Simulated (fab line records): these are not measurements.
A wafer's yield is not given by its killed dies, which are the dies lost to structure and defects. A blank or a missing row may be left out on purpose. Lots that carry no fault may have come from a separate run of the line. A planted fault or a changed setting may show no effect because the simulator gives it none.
fab line records	flow nand_harc
[record] lots = 5	wafers = 15	last_day = 33
route steps=1302 shown A_BONDPAD@1212 HYBRID_BOND@1237 THIN_TSV@1244 END@1302
lots that met no fault: from a run of the same line without faults
start_h: the number of hours between the record's first day and the start of the first shown wafer of the lot	wait_h: hours elapsed since this lot's preceding step	" same as the row above	L1.1+2: one row covering several wafers at once	- value missing, or start not given	* or withheld: withheld	< > ~ a bound
route shown NAME@n: NAME is a module with steps in the file, n the number in the route of the first one	usual: average and standard deviation across the fault-free wafers	same: alike in all rows	chamber/n: place in a boat	sites: each site's reading	_std_site: the standard deviation of these	_edge_site: mean of outer sites minus mean of inner sites	radius_mm: how far each site lies from the wafer's centre	mask NAME#n: copy n	behind: the tool/chamber that last shaped the wafer	hold: why the lot went on hold/how many hours it stayed there/how the hold came to an end	device: the n, p or np transistor that did not switch	end of line: the same wafers' tests at the end of the route	a step with no rows: only its recipe	killed: dies lost to structure and defects at the first sort, not the wafer's yield	map: a wafer's dies, x killed, . not, _ none there
set.NAME: the setting the step ran with; set.NAME@STEP: the setting that earlier step ran with	model.NAME: the simulator's own value behind a step, which no gauge read
lots at selected steps of the route; one table per step, one row per wafer
services: the hour from which a tool's chamber was out of use, counted from the record's first day as start_h (under 0 if before that day), plus the number of hours and why
[[steps]]
[step NHARC_A_BONDPAD_EXPOSE_06]
[recipe] na = 0.55	dose_mj = 36.99	mask_id = A_BPAD
[step NHARC_A_BONDPAD_PEB_07]
[recipe] peb_temp_c = 128	peb_time_s = 80
[step NHARC_A_BONDPAD_DEVELOP_08]
[recipe] time_s = 50	dev_temp_c = 22
[step NHARC_A_BONDPAD_CD_MEAS_09]
[recipe] target_cd_nm = 500	landing_energy_ev = 500
[usual] cd_nm = 500.8/2
lot.wafer	tool	chamber	start_h	wait_h	cd_nm
L260.2	cd_sem-01	0	526.15	-	498.9
L260.3	"	0	"	"	502.0
L260.4	"	0	"	"	504.8
L265.1	cd_sem-02	0	563.34	-	500.6
L265.4	"	0	"	"	503.9
L265.5	"	0	"	"	501.0
L273.2	cd_sem-01	0	656.30	-	499.4
L273.3	"	0	"	"	498.2
L273.5	"	0	"	"	500.8
L280.3	cd_sem-01	0	749.35	-	501.0
L280.4	"	0	"	"	502.4
L280.6	"	0	"	"	502.9
L283.1	cd_sem-01	0	755.40	-	504.4
L283.2	"	0	"	"	503.3
L283.6	"	0	"	"	502.1
[step NHARC_A_BONDPAD_OVL_MEAS_35]
[usual] overlay_x_nm = -4/4.8	overlay_y_nm = 0/6.1
lot.wafer	tool	chamber	start_h	wait_h	overlay_x_nm	overlay_y_nm
L260.2	overlay-01	-	526.24	-	-4	-3
L260.3	"	-	"	"	-5	-4
L260.4	"	-	"	"	-4	-3
L265.1	overlay-02	-	563.42	-	-6	-3
L265.4	"	-	"	"	-5	-4
L265.5	"	-	"	"	-6	-3
L273.2	overlay-02	-	656.39	-	-1	0
L273.3	"	-	"	"	-1	0
L273.5	"	-	"	"	-1	1
L280.3	overlay-02	-	749.43	-	2	1
L280.4	"	-	"	"	2	1
L280.6	"	-	"	"	2	1
L283.1	overlay-02	-	755.49	-	-10	-8
L283.2	"	-	"	"	-10	-7
L283.6	"	-	"	"	-10	-7
[step NHARC_A_BONDPAD_HARDBAKE_10]
[recipe] temp_c = 118	time_s = 65
[step NHARC_A_BONDPAD_DESCUM_11]
[recipe] time_s = 3	o2_flow_sccm = 200	ar_flow_sccm = 0	bias_power_w = 0	chemistry = O2
[usual] drypump_motor_current_A = 5.6/0.52	oes_product_au = 0.998/0.0098	rf_vpp_V = 57.7/0.83	showerhead_plenum_p_Torr = 1.87/0.084	throttle_valve_pct = 11.311/0.01
lot.wafer	tool	chamber	start_h	wait_h	drypump_motor_current_A	oes_product_au	rf_hours_counter_h	rf_vpp_V	showerhead_plenum_p_Torr	throttle_valve_pct
L260.3	rie_diel-09	0	526.36	-	6.3	0.990	0	59.1	2.03	11.310
L260.4	"	1	"	"	5.6	0.994	0	57.7	1.80	11.310
L260.2	"	2	"	"	4.9	1.011	0	57.4	1.82	11.316
L265.4	rie_diel-09	2	563.56	-	4.9	1.007	1	56.5	1.82	11.322
L265.1	"	3	"	"	5.8	1.004	1	57.1	1.83	11.294
L265.5	"	1	"	"	5.6	0.988	-	57.5	1.80	11.310
L273.2	rie_diel-09	1	656.53	-	5.6	1.002	4	58.2	1.80	11.304
L273.3	"	2	"	"	4.9	1.009	-	57.3	1.82	11.316
L273.5	"	2	"	"	4.9	1.006	-	57.4	1.82	11.323
L280.3	rie_diel-09	3	749.56	-	5.8	0.980	2	57.8	1.83	11.305
L280.6	"	3	"	"	5.8	0.986	-	57.7	1.83	11.308
L280.4	"	0	"	"	6.3	0.998	-	58.5	2.03	11.316
L283.1	rie_diel-09	0	755.61	-	6.3	0.998	2	57.9	2.03	11.297
L283.2	"	2	"	"	4.9	1.011	4	57.7	1.81	11.305
L283.6	"	3	"	"	5.8	0.979	-	57.5	1.83	11.309
[step NHARC_A_BONDPAD_ETCH_34]
[recipe] target_depth_a = 600	overetch_a = 180	time_s = 65.91	ion_energy_ev = 200	n2_flow_sccm = 150	h2_flow_sccm = 150	ar_flow_sccm = 0	rf_w = 400	bias_w = 150	chemistry = N2/H2
[usual] drypump_motor_current_A = 5.6/0.53	oes_product_au = 0.998/0.0095	rf_vpp_V = 429.1/2.6	showerhead_plenum_p_Torr = 1.99/0.09	throttle_valve_pct = 14.172/0.01
lot.wafer	tool	chamber	start_h	wait_h	drypump_motor_current_A	oes_product_au	rf_hours_counter_h	rf_vpp_V	showerhead_plenum_p_Torr	throttle_valve_pct
L260.3	rie_diel-09	0	526.45	0.1	6.3	0.985	0	433.4	2.17	14.174
L260.4	"	1	"	"	5.6	0.994	0	426.1	1.92	14.182
L260.2	"	2	"	"	4.9	1.009	0	427.5	1.93	14.173
L265.4	rie_diel-09	3	563.64	0.1	5.8	0.988	1	426.5	1.95	14.179
L265.1	"	1	"	"	5.6	0.992	1	428.0	1.92	14.176
L265.5	"	2	"	"	4.9	1.005	-	427.6	1.93	14.170
L273.2	rie_diel-09	2	656.65	0.1	4.9	1.001	4	427.7	1.93	14.184
L273.3	"	2	"	"	4.9	1.002	-	428.5	1.93	14.188
L273.5	"	2	"	"	4.9	1.011	-	427.0	1.93	14.161
L280.3	rie_diel-09	2	749.65	0.1	4.9	1.008	4	427.5	1.93	14.158
L280.4	"	2	"	"	4.9	1.018	-	428.0	1.93	14.172
L280.6	"	0	"	"	6.3	1.003	-	435.1	2.17	14.172
L283.2	rie_diel-09	2	755.83	0.2	4.9	1.002	5	427.6	1.93	14.179
L283.1	"	0	"	"	6.3	1.001	2	433.6	2.17	14.175
L283.6	"	2	"	"	4.9	1.017	-	428.6	1.93	14.178
[step NHARC_A_BONDPAD_ETCH_12]
[recipe] target_depth_a = 2200	time_s = 110	chf3_flow_sccm = 50	o2_flow_sccm = 10	ar_flow_sccm = 200	rf_w = 500	bias_w = 200	chemistry = CHF3/O2
[step NHARC_A_BONDPAD_CD_MEAS_13]
[usual] cd_nm = 499.9/2.1
lot.wafer	tool	chamber	start_h	wait_h	cd_nm
L260.2	cd_sem-02	-	526.68	-	498.6
L260.3	"	-	"	"	501.4
L260.4	"	-	"	"	504.2
L265.1	cd_sem-02	-	563.86	-	499.3
L265.4	"	-	"	"	503.0
L265.5	"	-	"	"	500.5
L273.2	cd_sem-03	-	656.98	-	498.3
L273.3	"	-	"	"	497.4
L273.5	"	-	"	"	499.6
L280.3	cd_sem-01	-	749.93	-	500.9
L280.4	"	-	"	"	502.2
L280.6	"	-	"	"	502.8
L283.1	cd_sem-01	-	756.10	-	503.4
L283.2	"	-	"	"	502.2
L283.6	"	-	"	"	500.8
[step NHARC_A_BONDPAD_STRIP_15]
[recipe] o2_flow_sccm = 500	ar_flow_sccm = 0	bias_w = 0	chemistry = O2
[step NHARC_A_BONDPAD_ETCH_24]
[recipe] target_depth_a = 300	over_etch_frac = 0.3	time_s = 72.99	ion_energy_ev = 150	cf4_flow_sccm = 50	n2_flow_sccm = 100	ar_flow_sccm = 150	rf_w = 300	bias_w = 100	chemistry = CF4/N2
[step NHARC_A_BONDPAD_STRIP_16]
[recipe] time_s = 600	temp_c = 30	chemistry = post_etch_residue_remover
[usual] bath_heat_duty_pct = 13.1/1.5
lot.wafer	tool	chamber	start_h	wait_h	bath_heat_duty_pct
L260.4	wet_bench-10	2	527.04	-	12.4
L260.3	"	5	"	"	11.4
L260.2	"	6	"	"	13.3
L265.4	wet_bench-10	0	564.22	-	17.5
L265.1	"	1	"	"	10.5
L265.5	"	4	"	"	14.3
L273.2	wet_bench-10	0	657.33	-	14.2
L273.3	"	2	"	"	11.4
L273.5	"	4	"	"	14.3
L280.4	wet_bench-10	5	750.30	-	12.0
L280.6	"	6	"	"	13.2
L280.3	"	7	"	"	13.7
L283.6	wet_bench-08	4	756.47	-	11.8
L283.1	"	6	"	"	14.0
L283.2	"	0	"	"	9.9
[step NHARC_A_BONDPAD_DEGAS_25]
[recipe] temp_c = 300	time_s = 60
[step NHARC_A_BONDPAD_PRE_CLEAN_26]
[recipe] time_s = 30	temp_c = 280	gas = H2/He
[step NHARC_A_BONDPAD_PVD_17]
[recipe] target_thk_a = 50	bias_v = 168.6	power_w = 15000	chamber_pressure_pa = 0.12	time_s = 8.06	substrate_temp_c = 50	material = TaN
[usual] cathode_dc_power_W = 15000/2.6	throttle_valve_pct = 29.9/0.96
lot.wafer	tool	chamber	start_h	wait_h	cathode_dc_power_W	throttle_valve_pct
L260.3	pvd_sputter-01	-	-	-	14999	29.8
L260.2	"	-	"	"	14999	28.6
L260.4	"	-	"	"	15001	29.8
L265.4	pvd_sputter-03	-	-	-	15001	30.9
L265.1	"	-	"	"	15000	29.2
L265.5	"	-	"	"	15004	30.7
L273.2	pvd_sputter-01	-	-	-	15001	30.5
L273.3	"	-	"	"	14998	29.2
L273.5	"	-	"	"	14997	28.1
L280.3	pvd_sputter-01	-	-	-	15001	30.1
L280.4	"	-	"	"	15002	29.0
L280.6	"	-	"	"	14999	29.2
L283.2	pvd_sputter-02	-	-	-	14999	29.9
L283.1	"	-	"	"	15001	29.7
L283.6	"	-	"	"	15002	30.4
[step NHARC_A_BONDPAD_PVD_27]
[recipe] target_thk_a = 300	chamber_pressure_pa = 5	power_w = 5000	substrate_temp_c = 30	time_s = 20.49	material = Cu
[step NHARC_A_BONDPAD_ECD_18]
[recipe] target_thk_a = 4000	bath_temp_c = 25	material = Cu
[step NHARC_A_BONDPAD_ANNEAL_28]
[recipe] temp_c = 225	time_s = 90
[step NHARC_A_BONDPAD_CMP_19]
[recipe] t_overpolish_s = 30	cu_recess_touch_s = 16	target_thk_nm = 169.82
[usual] motor_current_A = 11.9/0.89	overpolish_run_s = 30.000/0.0099
[same] cu_recess_touch_s = 16
lot.wafer	tool	chamber	start_h	wait_h	motor_current_A	overpolish_run_s
L260.2	cmp-04	2	528.38	-	11.6	30.011
L260.4	"	3	"	"	12.6	30.009
L260.3	"	0	"	"	12.0	30.014
L265.1	cmp-04	0	565.58	-	11.5	30.006
L265.4	"	2	"	"	11.3	29.996
L265.5	"	1	"	"	12.2	29.999
L273.2	cmp-02	2	658.75	-	12.3	29.993
L273.3	"	3	"	"	11.9	29.990
L273.5	"	1	"	"	10.1	30.006
L280.3	cmp-02	3	751.63	-	12.0	30.001
L280.4	"	1	"	"	9.8	29.983
L280.6	"	0	"	"	12.3	30.016
L283.1	cmp-02	2	757.85	-	12.5	30.014
L283.2	"	3	"	"	12.3	30.018
L283.6	"	3	"	"	11.6	29.988
[step NHARC_A_BONDPAD_THK_MEAS_20]
[recipe] thk_meas_gauge = xrf
[usual] thk_nm = 169.6/1.3
lot.wafer	tool	chamber	start_h	wait_h	thk_nm
L260.2	film_metro-01	-	528.70	-	168.2
L260.3	"	-	"	"	171.1
L260.4	"	-	"	"	171.8
L265.1	film_metro-01	-	565.91	-	170.9
L265.4	"	-	"	"	167.1
L265.5	"	-	"	"	169.1
L273.2	film_metro-02	-	659.01	-	170.2
L273.3	"	-	"	"	168.6
L273.5	"	-	"	"	169.1
L280.3	film_metro-02	-	751.95	-	168.5
L280.4	"	-	"	"	170.1
L280.6	"	-	"	"	170.6
L283.1	film_metro-02	-	758.17	-	169.9
L283.2	"	-	"	"	170.5
L283.6	"	-	"	"	167.8
[step NHARC_A_BONDPAD_SRD_21]
[recipe] time_s = 30	temp_c = 23	dry_time_s = 20	spin_rpm = 1500
[step NHARC_HYBRID_BOND_ACTIVATE_00]
[recipe] time_s = 60	n2_flow_sccm = 200	ar_flow_sccm = 0	bias_power_w = 0	chemistry = N2
[usual] drypump_motor_current_A = 5.9/0.46	oes_product_au = 1.002/0.01	rf_vpp_V = 64.2/1.1	showerhead_plenum_p_Torr = 1.78/0.093
lot.wafer	tool	chamber	start_h	wait_h	drypump_motor_current_A	oes_product_au	rf_hours_counter_h	rf_vpp_V	showerhead_plenum_p_Torr
L260.2	rie_diel-06	0	528.99	0.1	6.5	0.992	4	63.8	1.69
L260.3	"	1	"	"	5.8	0.984	4	63.7	1.86
L260.4	"	3	"	"	5.3	0.989	4	66.2	1.86
L265.1	rie_diel-13	2	566.18	0.1	6.6	1.000	10	64.0	1.70
L265.4	"	3	"	"	5.5	1.000	7	64.8	1.66
L265.5	"	3	"	"	5.5	0.999	-	61.3	1.66
L273.3	rie_diel-06	0	659.28	0.1	6.5	1.006	17	65.7	1.69
L273.2	"	3	"	"	5.3	1.016	16	63.7	1.85
L273.5	"	1	"	"	5.7	0.990	-	63.8	1.86
L280.4	rie_diel-12	1	752.23	0.1	5.4	0.999	36	65.6	1.91
L280.3	"	2	"	"	6.0	0.999	38	65.3	1.80
L280.6	"	2	"	"	5.9	0.990	-	67.0	1.80
L283.1	rie_diel-06	3	758.46	0.1	5.3	1.016	8	64.3	1.85
L283.2	"	0	"	"	6.5	1.014	9	64.6	1.69
L283.6	"	3	"	"	5.3	1.017	-	64.5	1.85
[step NHARC_HYBRID_BOND_PRECLEAN_01]
[recipe] time_s = 300	temp_c = 23	chemistry = DIW
[step NHARC_HYBRID_BOND_SRD_02]
[recipe] time_s = 30	temp_c = 23	dry_time_s = 20	spin_rpm = 1500
[step NHARC_HYBRID_BOND_BOND_03]
[recipe] temp_c = 25
[step NHARC_HYBRID_BOND_ANNEAL_04]
[recipe] temp_c = 300	time_s = 7200	ramp_up_c_per_min = 5	ramp_down_c_per_min = 3	idle_temp_c = 100	pressure_atm = 1
[step NHARC_HYBRID_BOND_OVL_MEAS_05]
[usual] overlay_x_nm = 4/33	overlay_y_nm = 1/33
lot.wafer	tool	chamber	start_h	wait_h	overlay_x_nm	overlay_y_nm
L260.2	overlay-01	-	537.18	0.4	55	-26
L260.3	"	-	"	"	-35	-16
L260.4	"	-	"	"	-21	2
L265.1	overlay-01	-	576.21	0.4	-11	6
L265.4	"	-	"	"	16	-18
L265.5	"	-	"	"	-36	-11
L273.2	overlay-01	-	667.58	0.4	35	-45
L273.3	"	-	"	"	22	38
L273.5	"	-	"	"	35	-51
L280.3	overlay-02	-	763.18	0.4	-2	20
L280.4	"	-	"	"	-1	11
L280.6	"	-	"	"	-71	-15
L283.1	overlay-01	-	767.51	0.4	25	7
L283.2	"	-	"	"	-15	-13
L283.6	"	-	"	"	-23	-31
[step NHARC_THIN_TSV_GRIND_00]
[recipe] target_thk_um = 6
[step NHARC_THIN_TSV_CMP_01]
[recipe] target_thk_um = 3
[step NHARC_THIN_TSV_THK_MEAS_02]
[recipe] thk_meas_gauge = ir
[usual] thk_nm = 3020/220
lot.wafer	tool	chamber	start_h	wait_h	thk_nm
L260.2	film_metro-02	-	540.06	0.2	2841
L260.3	"	-	"	"	3045
L260.4	"	-	"	"	3162
L265.1	film_metro-02	-	579.60	0.2	2810
L265.4	"	-	"	"	3316
L265.5	"	-	"	"	3351
L273.2	film_metro-02	-	670.50	-	3061
L273.3	"	-	"	"	2994
L273.5	"	-	"	"	2960
L280.3	film_metro-01	-	764.86	-	3249
L280.4	"	-	"	"	3014
L280.6	"	-	"	"	3189
L283.1	film_metro-01	-	770.38	-	2800
L283.2	"	-	"	"	2704
L283.6	"	-	"	"	2720
[step NHARC_THIN_TSV_SRD_03]
[step NHARC_THIN_TSV_PRECLEAN_41]
[recipe] time_s = *	temp_c = 50	bath_age_min = 0	chemistry = SC1
[step NHARC_THIN_TSV_SRD_42]
[step NHARC_THIN_TSV_DEP_43]
[recipe] target_thk_a = 13285	temp_c = withheld	pressure_torr = 6.5	rf_w = 900	teos_flow_sccm = 161.4	flow_sccm = 2650	target_thk_nm = 1328.5	gas = O2	material = SiO2
[step NHARC_THIN_TSV_DEHYDRATE_04]
[recipe] temp_c = 150	time_s = 120
[step NHARC_THIN_TSV_HMDS_05]
[recipe] time_s = 30
[step NHARC_THIN_TSV_COAT_06]
[recipe] spin_rpm = *
[step NHARC_END_SORT_01]
[recipe] temp_c = 25
[usual] defect_limited_yield = 91.6/2.5	killed_at_array = 52/18	killed_at_other = 1.2/1.5	killed_at_periphery = 4/3.2	killed_dies = 57/17	killed_open = 3.1/1.9	killed_short = 2.5/1.7	sort_bin_2_pct = 3.0/1.1	sort_bin_3_pct = 0.6/0.36	sort_bin_4_pct = 4.9/1.5	sort_n_pass = 620/17	sort_rim_yield_pct = 91/3.8	sort_yield_pct = 91.6/2.5
[same] gross_dies = 677	sort_bin_5_pct[%] = 0	sort_bin_6_pct[%] = 0	sort_bin_7_pct[%] = 0	sort_bin_8_pct[%] = 0	sort_rim_n_gross = 106.00
lot.wafer	tool	chamber	start_h	wait_h	defect_limited_yield[%]	killed_at_array	killed_at_other	killed_at_periphery	killed_dies	killed_open	killed_short	sort_bin_2_pct[%]	sort_bin_3_pct[%]	sort_bin_4_pct[%]	sort_n_pass	sort_rim_yield_pct[%]	sort_yield_pct[%]
L273.5	prober-01	0	688.72	3.7	80.4	120	1	12	133	3	2	7.7	4.3	7.7	544	92	80.4
// killed by level:class
L273.5 A_BONDPAD:unspecified=98 A_CHANNEL_HOLE_D1:chamber_film_flake=12 P_STI:chamber_film_flake=4 P_GATE:chamber_film_flake=3 P_BONDPAD:chamber_film_flake=3 A_CONTACT:chamber_film_flake=3 A_M0:geometric_particle:open=2 P_M0:chamber_film_flake=2
// map L273.5 (x killed, . not)
____________x____________
_________....x.._________
_______........x.._______
______............x______
_____............xx._____
____............x....____
____...........xx.xx.____
___...........xxxx.x..___
___....x......xxxxxx.x___
__...........xxxxxxxxx.__
__.........xxxxxxxxxx.x__
_....x.x.....xxxxxxxx..._
_......x....xxxxxxxxx.x._
_......x....xxxxxxxx...._
_...xxxx....xxxxxxxxx..._
_.......x.x.xxxxxxxx.x.._
......x......xxxxxxxx....
.....x........xxxxx......
.........x......xx.x.....
.........................
.................x.......
_......x................_
_..........x............_
_.......x...x..........._
_......................._
_.......x..x............_
__.....................__
__.......x.......x.....__
___x.....xx...x.......___
___...................___
____.......x.........____
____.................____
_____..............._____
______.....x.......______
_______..........._______
_________..x...._________
____________.____________
// map L260.4 (x killed, . not)
____________.____________
_________.x....._________
_______..........._______
______.............______
_____..............._____
____.................____
____..x...........x..____
___...............x...___
___.............x...xx___
__.................xx..__
__.................xxxx__
_.................x.x.x._
_...xx...........xxxxxx._
_.........x.......xxx..._
_....x............x.xx.._
_.............x....xxxx._
...................x.....
.........................
.........................
.........................
.........................
_......................._
_......................._
_......................._
_......................._
_......................._
__.....................__
__...........x.........__
___...................___
___x.x.x..............___
____.................____
____.................____
_____..............._____
______.............______
_______.....x....._______
_________....x.._________
____________x____________
[[services]]
tool	chamber	start_h	hours	kind
cmp-04	-	503.60	4.0	pm
cmp-04	-	518.14	4.0	repair
cmp-02	-	526.50	4.0	pm
cmp-04	-	569.36	2.3	repair
pvd_sputter-01	-	582.00	10.0	pm
rie_diel-09	0	590.65	132.0	repair
cmp-04	-	594.63	3.8	repair
cmp-04	-	601.60	4.0	pm
cmp-02	-	602.03	0.9	repair
cmp-02	-	624.50	4.0	pm
pvd_sputter-01	-	626.25	14.6	repair
rie_diel-09	3	644.36	2.8	repair
cmp-02	-	645.21	0.5	repair
rie_diel-06	3	648.63	3.7	repair
rie_diel-09	3	649.36	9.7	repair
cmp-02	-	659.95	1.8	repair
rie_diel-06	-	661.23	9.0	pm
wet_bench-10	-	663.21	8.0	pm
cmp-04	-	665.45	1.8	repair
rie_diel-09	-	674.10	9.0	pm
rie_diel-09	1	687.77	108.4	repair
cmp-04	-	699.60	4.0	pm
rie_diel-09	3	701.16	8.6	repair
cmp-02	-	722.50	4.0	pm
[[key]]
[first_sign] step = NHARC_END_SORT_01	reading = killed_dies	direction = up	sigmas = 4.5	usual = 57	struck = 133
[effect] step = NHARC_END_SORT_01	reading = defect_limited_yield	direction = down	sigmas = 4.5	usual = 91.6	struck = 80.4
[more_kills_born_at] NHARC_A_BONDPAD_STRIP_16@wet_bench-10 = 98
met_at NHARC_A_BONDPAD_STRIP_16
struck_wafers L273.5
onset_between 564.22 657.33
[fault] kind = chamber_particle_source	tool = wet_bench-10	chamber = 4	onset_h = 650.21	steps = NHARC_A_BONDPAD_STRIP_16	rate_per_visit_cm2 = 1.1429	end_h = 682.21
